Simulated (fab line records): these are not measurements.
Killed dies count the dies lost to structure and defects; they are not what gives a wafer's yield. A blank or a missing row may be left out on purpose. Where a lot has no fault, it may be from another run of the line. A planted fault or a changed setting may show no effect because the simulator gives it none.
Chamber matching | flow nand harc | 4 sister chambers for NHARC_A_CHANNEL_FILL_D1_ALD_25 on ald hk-02
The step deposits SiOx, target thk 60 nm, pulse time 10 s, ald cycles 600. 8 wafers are shown with their chamber, then 10 later ones without.

## WAFERS WITH THEIR CHAMBER
wafer  | chamber | heater power w (W) | heater power outer w (W)
L082.3 | 2       | 419                | 235
L082.5 | 1       | 475                | 260
L086.6 | 1       | 474                | 266
L085.1 | 0       | 368                | 208
L085.2 | 2       | 412                | 244
L085.6 | 0       | 361                | 203
L089.3 | 3       | 532                | 295
L089.5 | 3       | 535                | 290

## WAFERS WITHOUT THEIR CHAMBER
wafer  | heater power w (W) | heater power outer w (W)
L089.6 | 396                | 230
L090.1 | 363                | 213
L090.3 | 478                | 282
L090.5 | 376                | 203
L094.1 | 410                | 228
L094.3 | 535                | 297
L094.4 | 367                | 214
L096.2 | 498                | 276
L096.3 | 399                | 230
L096.5 | 405                | 234

## THE CHAMBER EACH PASSED THROUGH
wafer  | from the rows above | in truth
L089.6 | 2                   | 2
L090.1 | 0                   | 0
L090.3 | 1                   | 1
L090.5 | 0                   | 0
L094.1 | 2                   | 2
L094.3 | 3                   | 3
L094.4 | 0                   | 0
L096.2 | 1                   | 1
L096.3 | 2                   | 2
L096.5 | 2                   | 2
10 of 10 placed correctly. Left unplaced by these rows: 0. Number placed wrongly: 0.
How it was worked out, from the rows above alone: a wafer's distance from a chamber is the root of the sum, over the readings, of the square of ((its reading less the chamber's mean) divided by the reading's scatter). If the next closest chamber is less than 2 further off than the closest, the wafer can't be placed; otherwise it belongs to the closest. A chamber's mean is the mean of its shown wafers. The scatter is the square root of a quotient: the sum, over the shown wafers, of each reading's squared deviation from its chamber's mean, divided by wafers minus chambers.
